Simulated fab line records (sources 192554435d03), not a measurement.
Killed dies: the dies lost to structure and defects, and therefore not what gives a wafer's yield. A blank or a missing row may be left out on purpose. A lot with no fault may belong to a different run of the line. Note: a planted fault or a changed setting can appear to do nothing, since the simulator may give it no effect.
A lot that was struck, set against a sound lot | flow n5-finfet | 22 out of 1938 route steps
Sound: wafers L327.1, L327.4, L327.6. Struck: wafer L330.2. (L330.1, L330.4 of the same lot were not struck and are left out.) The cause comes at the end.
At each step with rows: each side's tool, then ch and its chambers, then its first start. Under that, the readings that differ: sound wafers | struck wafers | difference of the means | sigmas: that difference in standard deviations of wafers without a fault.
alike: readings with means less than 2 such deviations apart, plus words and numbers identical on both sides. not compared: withheld readings, readings lacking a value on some wafer, bounds such as >300 that could conceal the same value, and numbers that have no deviation in the record and whose values overlap.
A row with sigmas, a row that says differs or no value, or rows on one side alone: a step with any of these is where the two part. Numbers that don't overlap but have no deviation are shown without sigmas and don't part them. A reading that every wafer of one side lacks parts them only if that side has two wafers or more.

first, 9 steps without rows for these wafers: N5_DUMMY_GATE_EXPOSE_12 (exposes mask GATE, target cd 25 nm); N5_DUMMY_GATE_PEB_13 (peb time 60 s); N5_DUMMY_GATE_DEVELOP_14 (develop time 30 s); N5_DUMMY_GATE_DESCUM_20 (chemistry O2, time 6.2 s); N5_DUMMY_GATE_ETCH_29 (etches underlayer in N2/H2, target depth 13 nm); N5_DUMMY_GATE_ETCH_36 (etches SiARC in CF4, target depth 13 nm); N5_DUMMY_GATE_ETCH_37 (etches SOC in N2/H2, target depth 60 nm, overetch 30 nm); N5_DUMMY_GATE_STRIP_38 (strips in N2/H2); N5_DUMMY_GATE_STRIP_39 (strips in N2/H2).
N5_DUMMY_GATE_TRIM_49: chemistry O2, time 29 s, target cd 14 nm.
  sound on rie-si-06 ch 0,2,3, day 5 23:57; struck on rie-si-06 ch 3, day 6 17:55
  reading                     | sound             | struck | difference | sigmas
  oes-product-au (a.u.)       | 0.975 1.006 0.988 | 1.235  | +0.245     | +18
  model.DUMMY_GATE.cd-nm (nm) | 14 14 14.2        | 11.2   | -2.9       |
  alike: chamber-pressure-mTorr, drypump-motor-current-A, rf-fwd-power-W, throttle-valve-pct
  not compared: rf-hours-counter-h
then, 1 step without rows for these wafers: N5_DUMMY_GATE_STRIP_40 (strips in CF4).
N5_DUMMY_GATE_CD_MEAS_50: target cd 14 nm.
  sound on cd-sem-03 at day 6 00:06; struck on cd-sem-02 at day 6 18:04
  reading    | sound          | struck | difference | sigmas
  cd-nm (nm) | 13.8 13.9 14.4 | 11.4   | -2.6       | -8
then, 6 steps without rows for these wafers: N5_DUMMY_GATE_ETCH_31 (etches SiO2 in C4F6/O2, target depth 82.5 nm, time 27.5 s); N5_DUMMY_GATE_STRIP_41 (strips in O2); N5_DUMMY_GATE_HM_OPEN_21 (chemistry CH3F/O2, target SiNx, target depth 120 nm, time 171.4 s); N5_DUMMY_GATE_ETCH_32 (etches SiO2 in CF4, target depth 3.5 nm, time 3.9 s); N5_DUMMY_GATE_ETCH_23 (etches poly-Si in HBr/Cl2/O2, target depth 41 nm, time 22.3 s); N5_DUMMY_GATE_ETCH_44 (etches poly-Si in HBr/O2, stops on SiO2, target depth 127.5 nm).
N5_DUMMY_GATE_CD_MEAS_24: target cd 15 nm.
  sound on cd-sem-03 at day 6 00:43; struck on cd-sem-02 at day 6 18:34
  reading    | sound          | struck | difference | sigmas
  cd-nm (nm) | 15.1 15.2 15.0 | 12.0   | -3.1       | -10
N5_DUMMY_GATE_ETCH_42: etches SiO2 in CHF3/O2, target depth 3.5 nm, time 31 s.
  sound on rie-diel-01 ch 1,2,3, day 6 00:46; struck on rie-diel-03 ch 1, day 6 18:37
  reading                     | sound        | struck | difference | sigmas
  model.DUMMY_GATE.cd-nm (nm) | 15 15.2 15.2 | 12     | -3         |
  alike: CHF3_flow_sccm, bias-w, chamber-pressure-mTorr, drypump-motor-current-A, oes-product-au, rf-fwd-power-W, rf-vpp-V, showerhead-plenum-p-Torr, throttle-valve-pct
  not compared: rf-hours-counter-h
then, 1 step without rows for these wafers: N5_DUMMY_GATE_STRIP_48 (strips in N2/H2, time 20 s).
-- here the record skips 9 days between the struck wafers' starts before and after, leaving off in module DUMMY_GATE and picking up in module PASSIVATION (first step shown: number 1936 of the route) --
N5_PASSIVATION_PROBE_49:
  sound on prober-01 at day 14 20:33; struck on prober-02 at day 16 00:16
  reading             | sound      | struck | difference | sigmas
  killed-at-front-end | 36 33 45   | 812    | +774       | +78
  killed-dies         | 111 85 115 | 868    | +764       | +51
  killed-on-rim       | 11 13 19   | 48     | +34        | +9
  alike: killed_at_M0_to_M3, killed_at_M4_up, killed-at-contacts, killed-at-other, killed-open, killed-short

## WHERE THEY PART
Earliest at N5_DUMMY_GATE_TRIM_49; latest, in this record, at N5_PASSIVATION_PROBE_49.

WHY: what the simulator had put in
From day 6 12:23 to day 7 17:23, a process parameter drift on rie-si-06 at N5_DUMMY_GATE_TRIM_49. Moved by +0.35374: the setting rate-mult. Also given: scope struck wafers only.
